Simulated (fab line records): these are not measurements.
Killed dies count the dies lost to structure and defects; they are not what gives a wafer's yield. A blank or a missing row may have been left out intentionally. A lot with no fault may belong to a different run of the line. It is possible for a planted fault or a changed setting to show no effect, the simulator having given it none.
Split-lot trial || flow n5-finfet || 21 wafers read from 7 lots, route of 1938 steps

== SPLIT DETAILS ==
At N5_ZERO_LAYER_PECVD_02 (deposits SiO2 from SiH4/N2O, target thk 10 nm, time 6 s), the setting time-s was moved away from the recipe's 6 s on 9 of the 21 wafers read, by -14.6% to +4.9%. For the rest of the wafers, this setting stayed at what the recipe calls for.

Reading taken at the split's own step.

== THE READING ==
SiO2_of_ZERO_LAYER_PECVD_02.thk-nm (the simulator's own value, which no gauge read), in nm, at N5_ZERO_LAYER_PECVD_02 (deposits SiO2 from SiH4/N2O, target thk 10 nm, time 6 s). No usual value for it is given in the file. The 12 wafers here that ran the recipe average 9.995 nm, standard deviation 0.19 nm.

{"wafer": "L074.1", "tool, chamber at the split": "pecvd-03, 2", "time-s as run, s": 6, "against the recipe": "recipe", "SiO2_of_ZERO_LAYER_PECVD_02.thk-nm, nm": 10.03, "against lot-mates on the recipe": "-"}
{"wafer": "L074.3", "tool, chamber at the split": "pecvd-03, 2", "time-s as run, s": 5.597, "against the recipe": "-6.7%", "SiO2_of_ZERO_LAYER_PECVD_02.thk-nm, nm": 9.723, "against lot-mates on the recipe": -0.472}
{"wafer": "L074.6", "tool, chamber at the split": "pecvd-03, 2", "time-s as run, s": 6, "against the recipe": "recipe", "SiO2_of_ZERO_LAYER_PECVD_02.thk-nm, nm": 10.36, "against lot-mates on the recipe": "-"}
{"wafer": "L075.1", "tool, chamber at the split": "pecvd-02, 1", "time-s as run, s": 6, "against the recipe": "recipe", "SiO2_of_ZERO_LAYER_PECVD_02.thk-nm, nm": 9.93, "against lot-mates on the recipe": "-"}
{"wafer": "L075.2", "tool, chamber at the split": "pecvd-02, 0", "time-s as run, s": 6, "against the recipe": "recipe", "SiO2_of_ZERO_LAYER_PECVD_02.thk-nm, nm": 9.819, "against lot-mates on the recipe": "-"}
{"wafer": "L075.5", "tool, chamber at the split": "pecvd-02, 2", "time-s as run, s": 6, "against the recipe": "recipe", "SiO2_of_ZERO_LAYER_PECVD_02.thk-nm, nm": 9.959, "against lot-mates on the recipe": "-"}
{"wafer": "L077.1", "tool, chamber at the split": "pecvd-03, 0", "time-s as run, s": 5.51, "against the recipe": "-8.2%", "SiO2_of_ZERO_LAYER_PECVD_02.thk-nm, nm": 9.137, "against lot-mates on the recipe": -0.811}
{"wafer": "L077.3", "tool, chamber at the split": "pecvd-03, 2", "time-s as run, s": 6, "against the recipe": "recipe", "SiO2_of_ZERO_LAYER_PECVD_02.thk-nm, nm": 9.986, "against lot-mates on the recipe": "-"}
{"wafer": "L077.6", "tool, chamber at the split": "pecvd-03, 0", "time-s as run, s": 6, "against the recipe": "recipe", "SiO2_of_ZERO_LAYER_PECVD_02.thk-nm, nm": 9.909, "against lot-mates on the recipe": "-"}
{"wafer": "L083.2", "tool, chamber at the split": "pecvd-01, 1", "time-s as run, s": 6, "against the recipe": "recipe", "SiO2_of_ZERO_LAYER_PECVD_02.thk-nm, nm": 9.683, "against lot-mates on the recipe": "-"}
{"wafer": "L083.5", "tool, chamber at the split": "pecvd-01, 1", "time-s as run, s": 6, "against the recipe": "recipe", "SiO2_of_ZERO_LAYER_PECVD_02.thk-nm, nm": 9.912, "against lot-mates on the recipe": "-"}
{"wafer": "L083.6", "tool, chamber at the split": "pecvd-01, 0", "time-s as run, s": 5.375, "against the recipe": "-10.4%", "SiO2_of_ZERO_LAYER_PECVD_02.thk-nm, nm": 8.867, "against lot-mates on the recipe": -0.930}
{"wafer": "L088.1", "tool, chamber at the split": "pecvd-03, 1", "time-s as run, s": 6, "against the recipe": "recipe", "SiO2_of_ZERO_LAYER_PECVD_02.thk-nm, nm": 9.878, "against lot-mates on the recipe": "-"}
{"wafer": "L088.4", "tool, chamber at the split": "pecvd-03, 2", "time-s as run, s": 6, "against the recipe": "recipe", "SiO2_of_ZERO_LAYER_PECVD_02.thk-nm, nm": 10.29, "against lot-mates on the recipe": "-"}
{"wafer": "L088.5", "tool, chamber at the split": "pecvd-03, 1", "time-s as run, s": 5.32, "against the recipe": "-11.3%", "SiO2_of_ZERO_LAYER_PECVD_02.thk-nm, nm": 9.097, "against lot-mates on the recipe": -0.987}
{"wafer": "L090.3", "tool, chamber at the split": "pecvd-02, 2", "time-s as run, s": 6.294, "against the recipe": "+4.9%", "SiO2_of_ZERO_LAYER_PECVD_02.thk-nm, nm": 10.5, "against lot-mates on the recipe": "no lot-mate on the recipe"}
{"wafer": "L090.5", "tool, chamber at the split": "pecvd-02, 1", "time-s as run, s": 6.294, "against the recipe": "+4.9%", "SiO2_of_ZERO_LAYER_PECVD_02.thk-nm, nm": 10.68, "against lot-mates on the recipe": "no lot-mate on the recipe"}
{"wafer": "L090.6", "tool, chamber at the split": "pecvd-02, 0", "time-s as run, s": 6.294, "against the recipe": "+4.9%", "SiO2_of_ZERO_LAYER_PECVD_02.thk-nm, nm": 10.76, "against lot-mates on the recipe": "no lot-mate on the recipe"}
{"wafer": "L093.1", "tool, chamber at the split": "pecvd-03, 1", "time-s as run, s": 6, "against the recipe": "recipe", "SiO2_of_ZERO_LAYER_PECVD_02.thk-nm, nm": 10.18, "against lot-mates on the recipe": "-"}
{"wafer": "L093.4", "tool, chamber at the split": "pecvd-03, 2", "time-s as run, s": 5.122, "against the recipe": "-14.6%", "SiO2_of_ZERO_LAYER_PECVD_02.thk-nm, nm": 8.675, "against lot-mates on the recipe": -1.505}
{"wafer": "L093.5", "tool, chamber at the split": "pecvd-03, 0", "time-s as run, s": 5.122, "against the recipe": "-14.6%", "SiO2_of_ZERO_LAYER_PECVD_02.thk-nm, nm": 8.778, "against lot-mates on the recipe": -1.402}

THE FIT
A straight line over all 21 wafers: SiO2_of_ZERO_LAYER_PECVD_02.thk-nm changes by +0.0944 nm for each +1% of time-s; r = +0.95; the points scatter about the line by 0.2 nm.
The same after taking each lot's own level away (the mean of its wafers on the recipe; 18 wafers): +0.0949 nm for each +1%; r = +0.98; scatter 0.12 nm.
According to that fit, moving time-s by its largest amount changes the reading by 1.4 nm.
The span of the lots' own levels, 9.7975 to 10.1950 nm, comes to 2.1 times the standard deviation stated above.
The two slopes are in agreement: the lot-to-lot level therefore moves the slope only a little.
Check: with one of the wafers moved furthest among these (-14.6%) left out of the fit, the line predicts -1.33 nm for it against its lot-mates. It came out at -1.5 nm against them.

== THE FILE'S OWN FIT ==
SiO2_of_ZERO_LAYER_PECVD_02.thk-nm changes by +0.0921 nm for each +1% of time-s, r = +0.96.
